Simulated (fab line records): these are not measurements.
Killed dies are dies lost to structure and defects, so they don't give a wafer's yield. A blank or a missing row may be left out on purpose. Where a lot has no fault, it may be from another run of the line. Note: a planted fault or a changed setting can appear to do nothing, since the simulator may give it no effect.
Chamber matching | flow n5 finfet | 4 sister chambers for N5_PMOS_HMC_CHANNEL_EPI_HM_OPEN_15 on rie diel-01
The step chemistry CHF3/O2, target SiO2, target depth 40.6 nm, time 20.3 s. 4 wafers are shown with their chamber, then 9 later ones without.

== WAFERS PAIRED WITH THEIR CHAMBERS ==
wafer  | chamber | drypump motor current A (A)
L086.2 | 1       | 5.8
L087.2 | 2       | 6.1
L089.4 | 3       | 6.3
L089.5 | 0       | 5.2

== WAFERS WITH NO CHAMBER GIVEN ==
wafer  | drypump motor current A (A)
L094.4 | 6.1
L094.5 | 5.8
L094.6 | 5.2
L095.2 | 5.9
L095.4 | 6.1
L095.5 | 5.8
L097.4 | 6.2
L097.5 | 5.8
L097.6 | 5.2

== EACH ONE'S CHAMBER ==
wafer  | from the rows above     | in truth
L094.4 | 2                       | 2
L094.5 | 1                       | 1
L094.6 | 0                       | 0
L095.2 | 1                       | 1
L095.4 | 2                       | 2
L095.5 | 1                       | 1
L097.4 | can't be placed: 3 or 2 | 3
L097.5 | 1                       | 1
L097.6 | 0                       | 0
Placed correctly: 8 of 9. These rows do not allow placing 1 (true chamber among the candidates in 1). Placed wrongly: 0.
How it was worked out, from the rows above alone: a wafer's distance from a chamber is the root of the sum, over the readings, of the square of ((its reading less the chamber's mean) divided by the reading's scatter). The wafer belongs to the nearest chamber; if the next one is less than 2 further off, it can't be placed. A chamber's mean is the mean of its shown wafers. The scatter: root of mean squared gap, hidden wafer to nearest shown wafer, with one shown wafer a chamber.
